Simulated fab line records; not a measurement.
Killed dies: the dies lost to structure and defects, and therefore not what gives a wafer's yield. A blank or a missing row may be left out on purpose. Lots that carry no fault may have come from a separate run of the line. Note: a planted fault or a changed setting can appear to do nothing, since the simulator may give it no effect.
fab line records + flow nand_harc
record:
- lots: 13
- wafers: 38
- last_day: 32
route steps=1302 shown A_ONON_D2@548 A_CHANNEL_HOLE_D2@582 END@1302
lots with no fault: from the same line, run without faults
start_h: start of the lot's first displayed wafer, in hours after the record's first day + wait_h: hours elapsed since this lot's preceding step + " the same as in the row above + L1.1+2: a row that stands for several wafers + - no value, or no start was given + * or withheld: withheld + < > ~ a bound
route shown NAME@n: NAME is a module with steps in the file, n the number in the route of the first one + usual: mean and standard deviation over wafers with no fault + same: alike in all rows + chamber/n: place in a boat + sites: per-site readings + _std_site: how widely they spread, as a standard deviation + _edge_site: outer sites' mean less inner sites' + radius_mm: how far each site lies from the wafer's centre + mask NAME#n: copy n + behind: tool/chamber where the wafer was last shaped + hold: what put the lot on hold/how long, in hours/how the hold closed + device: transistor that didn't switch, given as n, p or np + end of line: the tests these same wafers got at the end of their route + for a step that has no rows: nothing shown but its recipe + killed: at the first sort, the dies lost to defects and structure; wafer yield is something else + map: a wafer's dies, x killed, . not, _ none there
set.NAME: the setting as run; set.NAME@STEP: as run at that earlier step + model.NAME: the simulator's own value behind a step, which no gauge read
a sample of lots followed through the steps of the route, with each step as a table and each wafer as a row
services: from which hour (start_h, from the record's first day; less than 0 if before it) a tool's chamber was out of use, for how many hours, and why
== steps ==
step: NHARC_A_ONON_D2_THK_MEAS_05
recipe:
- thk_meas_gauge: ellipsometry
usual:
- thk_nm: 998/9.1
| lot.wafer | tool          | chamber | start_h | wait_h | thk_nm |
|-----------|---------------|---------|---------|--------|--------|
| L811.2    | film_metro-01 | -       | 275.76  | -      | 1003   |
| L811.5    | "             | -       | "       | "      | 1003   |
| L811.6    | "             | -       | "       | "      | 1000   |
| L812.2    | film_metro-01 | -       | 296.08  | -      | 1000   |
| L812.3    | "             | -       | "       | "      | 1001   |
| L812.6    | "             | -       | "       | "      | 1001   |
| L813.2    | film_metro-02 | -       | 307.81  | -      | 1001   |
| L813.3    | "             | -       | "       | "      | 1002   |
| L813.4    | "             | -       | "       | "      | 1002   |
| L814.3    | film_metro-01 | -       | 307.82  | -      | 990    |
| L814.4    | "             | -       | "       | "      | 987    |
| L814.6    | "             | -       | "       | "      | 989    |
| L817.1    | film_metro-02 | -       | 340.22  | -      | 1001   |
| L817.3    | "             | -       | "       | "      | 1001   |
| L817.5    | "             | -       | "       | "      | 1000   |
| L820.1    | film_metro-02 | -       | 362.45  | -      | 995    |
| L820.3    | "             | -       | "       | "      | 997    |
| L820.4    | "             | -       | "       | "      | 996    |
| L819.1    | film_metro-01 | -       | 362.46  | -      | 994    |
| L819.3    | "             | -       | "       | "      | 993    |
| L819.4    | "             | -       | "       | "      | 993    |
| L821.3    | film_metro-01 | -       | 382.18  | -      | 991    |
| L821.6    | "             | -       | "       | "      | 992    |
| L829.2    | film_metro-02 | -       | 470.09  | -      | 1021   |
| L829.3    | "             | -       | "       | "      | 1020   |
| L829.6    | "             | -       | "       | "      | 1022   |
| L832.3    | film_metro-01 | -       | 482.48  | -      | 982    |
| L832.5    | "             | -       | "       | "      | 982    |
| L832.6    | "             | -       | "       | "      | 981    |
| L830.1    | film_metro-02 | -       | 482.49  | -      | 989    |
| L830.3    | "             | -       | "       | "      | 987    |
| L830.4    | "             | -       | "       | "      | 989    |
| L831.2    | film_metro-01 | -       | 482.59  | -      | 995    |
| L831.3    | "             | -       | "       | "      | 995    |
| L831.5    | "             | -       | "       | "      | 995    |
| L833.1    | film_metro-01 | -       | 502.97  | -      | 1013   |
| L833.3    | "             | -       | "       | "      | 1015   |
| L833.4    | "             | -       | "       | "      | 1013   |
step: NHARC_A_ONON_D2_DEP_28
recipe:
- target_thk_a: 10000
- n2_flow_sccm: 2750
- n2o_flow_sccm: 2000
- nh3_flow_sccm: 500
- sih4_flow_sccm: 210
- temp_c: 400
usual:
- n2o_flow_sccm: 2001/5.6
- susceptor_temp_C: 399.99/0.21
| lot.wafer | tool          | chamber | start_h | wait_h | n2o_flow_sccm | susceptor_temp_C |
|-----------|---------------|---------|---------|--------|---------------|------------------|
| L811.2    | pecvd_onon-03 | 0       | 287.57  | 0.1    | 1991          | 399.93           |
| L811.5    | "             | 0       | "       | "      | 1999          | 400.09           |
| L811.6    | "             | 0       | "       | "      | 1993          | 400.02           |
| L812.2    | pecvd_onon-03 | 0       | 307.33  | 0.1    | 1999          | 399.98           |
| L812.3    | "             | 0       | "       | "      | 2007          | 399.72           |
| L812.6    | "             | 0       | "       | "      | 2003          | 399.68           |
| L813.2    | pecvd_onon-03 | 0       | 320.58  | 0.1    | 2014          | 400.09           |
| L813.3    | "             | 0       | "       | "      | 2013          | 399.97           |
| L813.4    | "             | 0       | "       | "      | 2001          | 400.08           |
| L814.3    | pecvd_onon-02 | 0       | 320.78  | 0.2    | 1998          | 399.94           |
| L814.4    | "             | 0       | "       | "      | 2002          | 400.00           |
| L814.6    | "             | 0       | "       | "      | 1995          | 399.81           |
| L817.1    | pecvd_onon-04 | 0       | 351.32  | 0.1    | 2005          | 400.29           |
| L817.3    | "             | 0       | "       | "      | 2003          | 400.32           |
| L817.5    | "             | 0       | "       | "      | 2004          | 400.57           |
| L820.1    | pecvd_onon-04 | 0       | 373.54  | 0.2    | 2003          | 399.87           |
| L820.3    | "             | 0       | "       | "      | 1994          | 399.83           |
| L820.4    | "             | 0       | "       | "      | 1999          | 400.24           |
| L819.1    | pecvd_onon-04 | 0       | 373.90  | 0.2    | 2009          | 399.94           |
| L819.3    | "             | 0       | "       | "      | 2006          | 399.86           |
| L819.4    | "             | 0       | "       | "      | 2008          | 399.70           |
| L821.3    | pecvd_onon-04 | 0       | 393.54  | 0.2    | 1997          | 399.65           |
| L821.6    | "             | 0       | "       | "      | 1994          | 400.10           |
| L829.2    | pecvd_onon-04 | 0       | 481.04  | 0.1    | 1997          | 400.25           |
| L829.3    | "             | 0       | "       | "      | 2001          | 399.92           |
| L829.6    | "             | 0       | "       | "      | 1999          | 400.00           |
| L832.3    | pecvd_onon-02 | 0       | 496.71  | 0.2    | 2005          | 399.59           |
| L832.5    | "             | 0       | "       | "      | 2009          | 400.27           |
| L832.6    | "             | 0       | "       | "      | 2000          | 399.90           |
| L830.1    | pecvd_onon-02 | 0       | 496.94  | 0.3    | 1994          | 400.06           |
| L830.3    | "             | 0       | "       | "      | 1991          | 400.23           |
| L830.4    | "             | 0       | "       | "      | 1996          | 399.96           |
| L831.2    | pecvd_onon-03 | 0       | 497.15  | 0.2    | 1995          | 399.35           |
| L831.3    | "             | 0       | "       | "      | 1999          | 399.56           |
| L831.5    | "             | 0       | "       | "      | 1998          | 399.80           |
| L833.1    | pecvd_onon-04 | 0       | 513.74  | 0.1    | 2007          | 400.19           |
| L833.3    | "             | 0       | "       | "      | 2005          | 400.21           |
| L833.4    | "             | 0       | "       | "      | 2007          | 400.18           |
step: NHARC_A_ONON_D2_THK_MEAS_30
recipe:
- thk_meas_gauge: ellipsometry
usual:
- thk_nm: 1000/7.8
| lot.wafer | tool          | chamber | start_h | wait_h | thk_nm |
|-----------|---------------|---------|---------|--------|--------|
| L811.2    | film_metro-01 | -       | 288.02  | -      | 999    |
| L811.5    | "             | -       | "       | "      | 998    |
| L811.6    | "             | -       | "       | "      | 998    |
| L812.2    | film_metro-01 | -       | 307.77  | -      | 988    |
| L812.3    | "             | -       | "       | "      | 987    |
| L812.6    | "             | -       | "       | "      | 988    |
| L813.2    | film_metro-02 | -       | 321.05  | -      | 1003   |
| L813.3    | "             | -       | "       | "      | 1005   |
| L813.4    | "             | -       | "       | "      | 1005   |
| L814.3    | film_metro-01 | -       | 321.17  | -      | 1003   |
| L814.4    | "             | -       | "       | "      | 1002   |
| L814.6    | "             | -       | "       | "      | 1004   |
| L817.1    | film_metro-02 | -       | 351.83  | -      | 977    |
| L817.3    | "             | -       | "       | "      | 981    |
| L817.5    | "             | -       | "       | "      | 978    |
| L820.1    | film_metro-01 | -       | 374.06  | -      | 1006   |
| L820.3    | "             | -       | "       | "      | 1061   |
| L820.4    | "             | -       | "       | "      | 1005   |
| L819.1    | film_metro-01 | -       | 374.41  | -      | 996    |
| L819.3    | "             | -       | "       | "      | 1051   |
| L819.4    | "             | -       | "       | "      | 996    |
| L821.3    | film_metro-02 | -       | 393.94  | -      | 1056   |
| L821.6    | "             | -       | "       | "      | 1056   |
| L829.2    | film_metro-01 | -       | 481.49  | -      | 992    |
| L829.3    | "             | -       | "       | "      | 994    |
| L829.6    | "             | -       | "       | "      | 995    |
| L832.3    | film_metro-02 | -       | 497.10  | -      | 1014   |
| L832.5    | "             | -       | "       | "      | 1016   |
| L832.6    | "             | -       | "       | "      | 1016   |
| L830.1    | film_metro-01 | -       | 497.46  | -      | 994    |
| L830.3    | "             | -       | "       | "      | 994    |
| L830.4    | "             | -       | "       | "      | 993    |
| L831.2    | film_metro-02 | -       | 497.60  | -      | 1005   |
| L831.3    | "             | -       | "       | "      | 1005   |
| L831.5    | "             | -       | "       | "      | 1006   |
| L833.1    | film_metro-02 | -       | 514.26  | -      | 997    |
| L833.3    | "             | -       | "       | "      | 996    |
| L833.4    | "             | -       | "       | "      | 996    |
step: NHARC_A_ONON_D2_DEP_33
recipe:
- target_thk_a: 2000
- temp_c: 400
- pressure_torr: 6.5
- rf_w: 900
- teos_flow_sccm: 161.4
- flow_sccm: 2650
- target_thk_nm: 200
- gas: O2
- material: SiO2
usual:
- heater_power_w: 565/96
- susceptor_temp_C: 400.01/0.21
- throttle_valve_pct: 15.8/0.61
| lot.wafer | tool     | chamber | start_h | wait_h | heater_power_w | susceptor_temp_C | throttle_valve_pct |
|-----------|----------|---------|---------|--------|----------------|------------------|--------------------|
| L811.2    | pecvd-04 | 2       | 288.17  | 0.1    | 586            | 400.15           | 15.1               |
| L811.5    | "        | 0       | "       | "      | 499            | 399.93           | 16.7               |
| L811.6    | "        | 2       | "       | "      | 595            | 399.71           | 15.5               |
| L812.3    | pecvd-04 | 2       | 307.83  | 0.1    | 588            | 400.10           | 15.4               |
| L812.2    | "        | 1       | "       | "      | 629            | 399.88           | 16.0               |
| L812.6    | "        | 2       | "       | "      | 588            | 400.05           | 15.2               |
| L813.3    | pecvd-03 | 1       | 321.15  | 0.1    | 486            | 399.99           | 15.7               |
| L813.2    | "        | 2       | "       | "      | 630            | 399.97           | 15.5               |
| L813.4    | "        | 2       | "       | "      | 641            | 399.80           | 15.4               |
| L814.3    | pecvd-04 | 2       | 321.32  | 0.1    | 652            | 399.92           | 15.2               |
| L814.6    | "        | 0       | "       | "      | 433            | 399.80           | 16.9               |
| L814.4    | "        | 1       | "       | "      | 546            | 399.98           | 16.1               |
| L817.3    | pecvd-04 | 2       | 351.93  | 0.1    | 721            | 400.18           | 15.3               |
| L817.1    | "        | 0       | "       | "      | 459            | 399.90           | 16.9               |
| L817.5    | "        | 2       | "       | "      | 708            | 400.08           | 15.5               |
| L820.1    | pecvd-04 | 0       | 374.12  | 0.1    | 483            | 399.75           | 16.7               |
| L820.3    | "        | 1       | "       | "      | 511            | 399.99           | 16.3               |
| L820.4    | "        | 1       | "       | "      | 514            | 399.68           | 16.1               |
| L819.3    | pecvd-01 | 1       | 374.47  | 0.1    | 685            | 400.01           | 15.3               |
| L819.1    | "        | 2       | "       | "      | 624            | 399.89           | 15.6               |
| L819.4    | "        | 1       | "       | "      | 688            | 399.77           | 15.3               |
| L821.3    | pecvd-04 | 0       | 394.00  | 0.1    | 438            | 399.96           | 16.9               |
| L821.6    | "        | 0       | "       | "      | 447            | 400.20           | 16.8               |
| L829.3    | pecvd-04 | 2       | 481.55  | 0.1    | 704            | 399.89           | 15.3               |
| L829.2    | "        | 0       | "       | "      | 541            | 400.02           | 16.4               |
| L829.6    | "        | 0       | "       | "      | 402            | 399.97           | 16.5               |
| L832.3    | pecvd-04 | 2       | 497.30  | 0.2    | 566            | 399.82           | 15.2               |
| L832.5    | "        | 0       | "       | "      | 470            | 400.21           | 16.6               |
| L832.6    | "        | 1       | "       | "      | 578            | 400.45           | 15.5               |
| L830.1    | pecvd-04 | 1       | 497.52  | 0.1    | 487            | 400.32           | 15.7               |
| L830.3    | "        | 0       | "       | "      | 506            | 400.09           | 16.5               |
| L830.4    | "        | 0       | "       | "      | 527            | 399.87           | 16.7               |
| L831.3    | pecvd-03 | 0       | 497.70  | 0.1    | 402            | 400.22           | 16.4               |
| L831.2    | "        | 1       | "       | "      | 502            | 400.20           | 15.5               |
| L831.5    | "        | 1       | "       | "      | 516            | 399.94           | 15.4               |
| L833.1    | pecvd-04 | 2       | 514.36  | 0.1    | 673            | 400.10           | 15.4               |
| L833.3    | "        | 0       | "       | "      | 426            | 399.94           | 16.6               |
| L833.4    | "        | 2       | "       | "      | 660            | 399.72           | 15.2               |
step: NHARC_A_CHANNEL_HOLE_D2_CD_MEAS_10
recipe:
- target_cd_nm: 100
- landing_energy_ev: 500
usual:
- cd_nm: 100.1/0.69
| lot.wafer | tool      | chamber | start_h | wait_h | cd_nm |
|-----------|-----------|---------|---------|--------|-------|
| L811.2    | cd_sem-03 | 0       | 291.16  | -      | 99.4  |
| L811.5    | "         | 0       | "       | "      | 99.8  |
| L811.6    | "         | 0       | "       | "      | 98.6  |
| L812.2    | cd_sem-03 | 0       | 311.01  | -      | 100.1 |
| L812.3    | "         | 0       | "       | "      | 99.3  |
| L812.6    | "         | 0       | "       | "      | 100.2 |
| L813.2    | cd_sem-01 | 0       | 325.21  | -      | 100.4 |
| L813.3    | "         | 0       | "       | "      | 99.9  |
| L813.4    | "         | 0       | "       | "      | 100.5 |
| L814.3    | cd_sem-03 | 0       | 325.41  | -      | 99.4  |
| L814.4    | "         | 0       | "       | "      | 100.2 |
| L814.6    | "         | 0       | "       | "      | 100.9 |
| L817.1    | cd_sem-01 | 0       | 356.76  | -      | 99.3  |
| L817.3    | "         | 0       | "       | "      | 99.8  |
| L817.5    | "         | 0       | "       | "      | 99.9  |
| L820.1    | cd_sem-03 | 0       | 382.65  | -      | 100.2 |
| L820.4    | "         | 0       | "       | "      | 100.8 |
| L819.1    | cd_sem-01 | 0       | 383.60  | -      | 99.2  |
| L819.4    | "         | 0       | "       | "      | 99.3  |
| L829.2    | cd_sem-02 | 0       | 486.87  | -      | 100.1 |
| L829.3    | "         | 0       | "       | "      | 100.4 |
| L829.6    | "         | 0       | "       | "      | 101.4 |
| L832.3    | cd_sem-03 | 0       | 500.28  | -      | 100.6 |
| L832.5    | "         | 0       | "       | "      | 100.2 |
| L832.6    | "         | 0       | "       | "      | 100.3 |
| L830.1    | cd_sem-01 | 0       | 500.68  | -      | 100.8 |
| L830.3    | "         | 0       | "       | "      | 100.0 |
| L830.4    | "         | 0       | "       | "      | 100.5 |
| L831.2    | cd_sem-03 | 0       | 500.87  | -      | 99.4  |
| L831.3    | "         | 0       | "       | "      | 99.8  |
| L831.5    | "         | 0       | "       | "      | 100.8 |
| L833.1    | cd_sem-03 | 0       | 520.38  | -      | 101.5 |
| L833.3    | "         | 0       | "       | "      | 100.6 |
| L833.4    | "         | 0       | "       | "      | 100.6 |
step: NHARC_END_SORT_01
recipe:
- temp_c: 25
usual:
- killed_at_array: 54/12
- killed_at_other: 0.7/1.1
- killed_at_periphery: 3.9/2.8
- killed_dies: 59/13
- killed_open: 3.4/2
- killed_short: 2.5/1.7
same:
- gross_dies: 677
| lot.wafer | tool      | chamber | start_h | wait_h | killed_at_array | killed_at_other | killed_at_periphery | killed_dies | killed_open | killed_short |
|-----------|-----------|---------|---------|--------|-----------------|-----------------|---------------------|-------------|-------------|--------------|
| L814.3    | prober-02 | 0       | 600.97  | 3.1    | 38              | 1               | 4                   | 43          | 3           | 2            |
| L814.4    | prober-02 | 0       | 601.76  | 3.4    | 43              | 0               | 1                   | 44          | 2           | 3            |
| L814.6    | prober-02 | 0       | 603.36  | 4.0    | 42              | 1               | 1                   | 44          | 1           | 3            |
| L820.1    | prober-02 | 0       | 651.82  | 2.5    | 61              | 0               | 3                   | 64          | 4           | 2            |
| L820.3    | prober-02 | 0       | 653.43  | 3.1    | 671             | 1               | 4                   | 676         | 3           | 3            |
| L820.4    | prober-02 | 0       | 654.23  | 3.4    | 55              | 0               | 4                   | 59          | 2           | 2            |
| L819.1    | prober-01 | 0       | 651.88  | 2.5    | 54              | 3               | 4                   | 61          | 5           | 3            |
| L819.3    | prober-01 | 0       | 653.47  | 3.1    | 672             | 3               | 2                   | 677         | 2           | 1            |
| L819.4    | prober-01 | 0       | 654.26  | 3.4    | 60              | 4               | 2                   | 66          | 4           | 0            |
| L821.3    | prober-01 | 0       | 667.54  | 3.1    | 672             | 0               | 5                   | 677         | 4           | 1            |
| L821.6    | prober-01 | 0       | 669.95  | 4.0    | 673             | 0               | 3                   | 676         | 8           | 5            |
| L829.2    | prober-01 | 0       | 753.06  | 2.8    | 50              | 0               | 3                   | 53          | 6           | 6            |
| L829.3    | prober-01 | 0       | 753.84  | 3.1    | 45              | 1               | 9                   | 55          | 1           | 4            |
| L829.6    | prober-01 | 0       | 756.18  | 3.9    | 48              | 3               | 7                   | 58          | 1           | 0            |
| L831.2    | prober-01 | 0       | 762.24  | 2.8    | 49              | 0               | 3                   | 52          | 5           | 2            |
| L831.3    | prober-01 | 0       | 763.04  | 3.1    | 38              | 2               | 3                   | 43          | 2           | 3            |
| L831.5    | prober-01 | 0       | 764.64  | 3.7    | 43              | 4               | 6                   | 53          | 4           | 1            |
| L832.3    | prober-01 | 0       | 770.93  | 3.2    | 49              | 1               | 2                   | 52          | 2           | 3            |
| L832.5    | prober-01 | 0       | 772.55  | 3.7    | 49              | 1               | 3                   | 53          | 8           | 3            |
| L832.6    | prober-01 | 0       | 773.36  | 4.0    | 46              | 0               | 0                   | 46          | 2           | 0            |
killed by level:class
L814.3 A_SLIT:chamber_film_flake=19 A_CHANNEL_HOLE_D2:chamber_film_flake=5 A_CONTACT:chamber_film_flake=5 A_STAIRCASE:chamber_film_flake=3 A_ONON_D1:geometric_particle:short=2 P_GATE:chamber_film_flake=2 A_CHANNEL_HOLE_D1:chamber_film_flake=2 P_CONTACT:geometric_particle:open=1
L814.4 A_SLIT:chamber_film_flake=23 A_CHANNEL_HOLE_D2:chamber_film_flake=7 A_CONTACT:chamber_film_flake=5 A_CHANNEL_HOLE_D1:chamber_film_flake=3 P_GATE:geometric_particle:open=1 A_CHANNEL_FILL_D1:geometric_particle:short=1 A_CHANNEL_FILL_D2:geometric_particle:open=1 A_CHANNEL_FILL_D2:geometric_particle:short=1
L814.6 A_SLIT:chamber_film_flake=17 A_CHANNEL_HOLE_D2:chamber_film_flake=12 A_CONTACT:chamber_film_flake=7 A_CHANNEL_HOLE_D1:chamber_film_flake=3 P_CONTACT:geometric_particle:open=1 A_CHANNEL_FILL_D1:geometric_particle:short=1 A_SGD_CUT:geometric_particle:short=1 A_BLC:geometric_particle:short=1
L820.1 A_CHANNEL_HOLE_D1:chamber_film_flake=28 A_CHANNEL_HOLE_D2:chamber_film_flake=18 A_CHANNEL_FILL_D1:chamber_film_flake=4 A_DECK1_JOINT:geometric_particle:open=2 A_CHANNEL_FILL_D2:chamber_film_flake=2 A_CHANNEL_FILL_D1:geometric_particle:open=1 A_DECK1_JOINT:geometric_particle:short=1 A_ONON_D2:geometric_particle:open=1
L819.1 A_SLIT:chamber_film_flake=27 A_CHANNEL_HOLE_D2:chamber_film_flake=10 P_BONDPAD:chamber_film_flake=3 A_CHANNEL_HOLE_D1:chamber_film_flake=3 THIN_TSV:chamber_film_flake=3 A_M0:geometric_particle:open=2 A_CHANNEL_FILL_D2:chamber_film_flake=2 A_BONDPAD:chamber_film_flake=2
L820.3 A_ONON_D2:area_dep=619 A_CHANNEL_HOLE_D1:chamber_film_flake=25 A_CHANNEL_HOLE_D2:chamber_film_flake=13 A_CONTACT:chamber_film_flake=3 P_CONTACT:chamber_film_flake=2 A_CHANNEL_FILL_D1:chamber_film_flake=2 A_STAIRCASE:chamber_film_flake=2 A_SOURCE_PLATE:geometric_particle:short=1
L819.3 A_ONON_D2:area_dep=620 A_SLIT:chamber_film_flake=26 A_CHANNEL_HOLE_D2:chamber_film_flake=13 A_CHANNEL_FILL_D2:chamber_film_flake=3 A_WL_FILL:chamber_film_flake=3 A_BLC:chamber_film_flake=3 THIN_TSV:chamber_film_flake=3 P_CONTACT:geometric_particle:open=2
L820.4 A_CHANNEL_HOLE_D1:chamber_film_flake=27 A_CHANNEL_HOLE_D2:chamber_film_flake=14 P_GATE:chamber_film_flake=3 A_SLIT:chamber_film_flake=3 A_CHANNEL_FILL_D1:chamber_film_flake=2 A_CONTACT:chamber_film_flake=2 A_CHANNEL_FILL_D1:geometric_particle:short=1 A_CHANNEL_FILL_D1:geometric_particle:open=1
L819.4 A_SLIT:chamber_film_flake=31 A_CHANNEL_HOLE_D2:chamber_film_flake=12 A_CHANNEL_HOLE_D1:chamber_film_flake=4 A_BLC:chamber_film_flake=4 THIN_TSV:chamber_film_flake=3 P_BONDPAD:chamber_film_flake=2 A_CHANNEL_FILL_D2:chamber_film_flake=2 A_ONON_D1:geometric_particle:open=1
L821.3 A_ONON_D2:area_dep=630 A_SLIT:chamber_film_flake=27 A_CONTACT:chamber_film_flake=6 P_CONTACT:chamber_film_flake=3 A_CHANNEL_FILL_D1:geometric_particle:open=2 A_CHANNEL_HOLE_D1:chamber_film_flake=2 P_M1:geometric_particle:open=1 A_ONON_D1:geometric_particle:short=1
L821.6 A_ONON_D2:area_dep=618 A_SLIT:chamber_film_flake=24 A_CONTACT:chamber_film_flake=7 A_CHANNEL_HOLE_D2:chamber_film_flake=6 A_CHANNEL_HOLE_D1:chamber_film_flake=4 A_CHANNEL_FILL_D1:geometric_particle:open=3 A_STAIRCASE:chamber_film_flake=3 A_CHANNEL_FILL_D1:geometric_particle:short=2
L829.2 A_SLIT:chamber_film_flake=24 A_CHANNEL_HOLE_D1:chamber_film_flake=5 A_CONTACT:chamber_film_flake=5 A_ONON_D2:geometric_particle:short=3 A_CHANNEL_FILL_D1:geometric_particle:open=2 A_CHANNEL_FILL_D2:geometric_particle:short=2 A_CONTACT:geometric_particle:open=2 P_CONTACT:geometric_particle:open=1
L829.3 A_SLIT:chamber_film_flake=16 A_CHANNEL_HOLE_D1:chamber_film_flake=10 A_STAIRCASE:chamber_film_flake=5 P_BONDPAD:chamber_film_flake=4 A_CONTACT:chamber_film_flake=4 P_STI:chamber_film_flake=2 P_GATE:chamber_film_flake=2 A_WL_FILL:chamber_film_flake=2
L829.6 A_SLIT:chamber_film_flake=27 A_CHANNEL_HOLE_D1:chamber_film_flake=7 A_CONTACT:chamber_film_flake=5 P_GATE:chamber_film_flake=4 A_STAIRCASE:chamber_film_flake=3 THIN_TSV:chamber_film_flake=3 A_WL_FILL:chamber_film_flake=2 A_WL_FILL:geometric_particle:open=1
L831.2 A_CHANNEL_HOLE_D1:chamber_film_flake=13 A_SLIT:chamber_film_flake=11 A_CONTACT:chamber_film_flake=7 A_CHANNEL_HOLE_D2:chamber_film_flake=6 A_STAIRCASE:chamber_film_flake=4 P_CONTACT:geometric_particle:open=1 A_ONON_D1:geometric_particle:short=1 A_DECK1_JOINT:geometric_particle:open=1
L831.3 A_CHANNEL_HOLE_D1:chamber_film_flake=16 A_SLIT:chamber_film_flake=9 A_CONTACT:chamber_film_flake=8 A_CHANNEL_HOLE_D2:chamber_film_flake=2 P_GATE:geometric_particle:open=1 P_M0:geometric_particle:short=1 A_ONON_D1:geometric_particle:open=1 A_SGD_CUT:geometric_particle:short=1
L831.5 A_CHANNEL_HOLE_D1:chamber_film_flake=17 A_SLIT:chamber_film_flake=8 A_CONTACT:chamber_film_flake=7 A_CHANNEL_HOLE_D2:chamber_film_flake=4 THIN_TSV:chamber_film_flake=4 P_GATE:chamber_film_flake=3 A_M0:geometric_particle:open=2 P_STI:chamber_film_flake=2
L832.3 A_CHANNEL_HOLE_D2:chamber_film_flake=23 A_SLIT:chamber_film_flake=8 A_STAIRCASE:chamber_film_flake=4 A_CONTACT:chamber_film_flake=4 A_CHANNEL_HOLE_D1:chamber_film_flake=3 A_M1:geometric_particle:open=2 A_ONON_D1:geometric_particle:short=1 A_ONON_D2:geometric_particle:short=1
L832.5 A_CHANNEL_HOLE_D2:chamber_film_flake=19 A_SLIT:chamber_film_flake=8 A_CONTACT:chamber_film_flake=5 A_WL_FILL:chamber_film_flake=3 A_CHANNEL_FILL_D1:geometric_particle:open=2 P_ZERO_WELL:chamber_film_flake=2 A_DECK1_JOINT:chamber_film_flake=2 P_CONTACT:geometric_particle:open=1
L832.6 A_CHANNEL_HOLE_D2:chamber_film_flake=25 A_CONTACT:chamber_film_flake=8 A_SLIT:chamber_film_flake=5 A_STAIRCASE:chamber_film_flake=2 A_ONON_D1:geometric_particle:open=1 A_BLC:geometric_particle:open=1 A_ZERO_WELL:chamber_film_flake=1 A_CHANNEL_HOLE_D1:chamber_film_flake=1
== services ==
| tool          | chamber | start_h | hours | kind       |
|---------------|---------|---------|-------|------------|
| pecvd-04      | -       | 269.12  | 13.0  | pm         |
| pecvd-04      | 0       | 269.12  | 13.0  | vent_cycle |
| pecvd-04      | 1       | 269.12  | 13.0  | vent_cycle |
| pecvd-04      | 2       | 269.12  | 13.0  | vent_cycle |
| pecvd-04      | 0       | 282.12  | -     | clean      |
| pecvd-04      | 1       | 282.12  | -     | clean      |
| pecvd-04      | 2       | 282.12  | -     | clean      |
| pecvd-01      | 1       | 287.19  | 4.1   | repair     |
| pecvd-01      | 2       | 289.87  | 2.5   | repair     |
| pecvd_onon-04 | -       | 311.03  | 13.0  | pm         |
| pecvd-01      | -       | 311.07  | 13.0  | pm         |
| pecvd_onon-02 | -       | 366.34  | 13.0  | pm         |
| pecvd-03      | -       | 366.93  | 13.0  | pm         |
| pecvd_onon-03 | -       | 408.00  | 13.0  | pm         |
| pecvd-04      | -       | 450.12  | 13.0  | pm         |
| pecvd-04      | 0       | 450.12  | 13.0  | vent_cycle |
| pecvd-04      | 1       | 450.12  | 13.0  | vent_cycle |
| pecvd-04      | 2       | 450.12  | 13.0  | vent_cycle |
| pecvd-04      | 0       | 463.12  | -     | clean      |
| pecvd-03      | 1       | 479.31  | 8.4   | repair     |
| pecvd_onon-04 | -       | 492.03  | 13.0  | pm         |
| pecvd-01      | -       | 492.07  | 13.0  | pm         |
| pecvd-04      | -       | 501.22  | 1.2   | repair     |
| pecvd-03      | 0       | 504.16  | 5.4   | repair     |
== key ==
first_sign:
- step: NHARC_A_ONON_D2_THK_MEAS_30
- reading: thk_nm
- direction: up
- sigmas: 7.1
- usual: 1000
- struck: 1056
effect:
- step: NHARC_END_SORT_01
- reading: killed_at_array
- direction: up
- sigmas: 50
- usual: 54
- struck: 672
more_kills_born_at:
- NHARC_A_ONON_D2_DEP_28@pecvd_onon-04: 2487
met_at NHARC_A_ONON_D2_DEP_28
struck_lots L819,L820,L821
struck_wafers L819.3,L820.3,L821.3,L821.6
later_rows_left_out L819.3,L820.3,L821.3,L821.6
tester_left_out L819,L820,L821
not_acting_at NHARC_A_ONON_D2_THK_MEAS_05,NHARC_A_ONON_D2_DEP_33,NHARC_A_CHANNEL_HOLE_D2_CD_MEAS_10
fault:
- kind: process_parameter_drift
- tool: pecvd_onon-04
- chamber: -
- onset_h: 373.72
- steps: NHARC_A_ONON_D2_DEP_28
- channel: target_thk_a
- offset: *
- shape: step
- end_h: 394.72
- scope: struck_wafers_only
- acts_in: *
- stated: *
tester_left_out: of these lots the tester's yield and bins aren't shown, on N5 and GAA mostly nor the transistor test; their killed dies are dies lost to structure and defects alone, not to doping, threshold or leakage, so they don't give the yield
later_rows_left_out: the simulator's readings of these wafers behind a module that went badly wrong aren't trusted and aren't shown, but for the sort
